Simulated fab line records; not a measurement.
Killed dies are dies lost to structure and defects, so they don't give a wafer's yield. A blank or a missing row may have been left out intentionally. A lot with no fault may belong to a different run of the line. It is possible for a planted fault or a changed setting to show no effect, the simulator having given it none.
Chamber matching -- flow nand-harc -- NHARC_A_CONTACT_CMP_20 on cmp-03: 4 sister chambers
The step polishes, t overpolish 30 s, target thk 300 nm. 8 wafers are shown with their chamber, then 8 later ones without.

== WAFERS WITH THEIR CHAMBER ==
wafer,chamber,motor-current-A (A),time-to-endpoint-s (s)
L077.1,1,11.9,55.9
L079.4,3,12.2,58.7
L087.1,0,11.7,62.5
L087.5,0,10.6,64.3
L089.1,3,12.9,53.2
L089.3,2,11.5,60.3
L089.6,2,11.6,59.9
L095.3,1,12.0,53.1

== WAFERS WHOSE CHAMBER IS MISSING ==
wafer,motor-current-A (A),time-to-endpoint-s (s)
L095.4,12.5,54.4
L095.5,12.4,54.6
L096.1,11.1,60.6
L096.2,12.0,56.5
L096.6,11.5,61.3
L097.3,11.3,61.4
L097.4,12.3,58.3
L097.6,11.2,61.8

== THE CHAMBER EACH PASSED THROUGH ==
wafer,from the rows above,in truth
L095.4,can't be placed: 3 or 1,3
L095.5,can't be placed: 3 or 1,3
L096.1,can't be placed: 2 or 0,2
L096.2,can't be placed: 1 or 3 or 2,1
L096.6,can't be placed: 2 or 0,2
L097.3,can't be placed: 2 or 0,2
L097.4,can't be placed: 3 or 2 or 1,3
L097.6,can't be placed: 0 or 2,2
0 of 8 placed correctly. From these rows, 8 cannot be placed; in 8 the true chamber is one of the candidates. Wrongly placed: 0.
How it was worked out, from the rows above alone: a wafer's distance from a chamber is the root of the sum, over the readings, of the square of ((its reading less the chamber's mean) divided by the reading's scatter). If the next closest chamber is less than 2 further off than the closest, the wafer can't be placed; otherwise it belongs to the closest. A chamber's mean is the mean of its shown wafers. How the scatter is found: for the shown wafers, subtract from each reading the mean of its chamber, square and add these, divide the total by (wafers less chambers), then take the root.
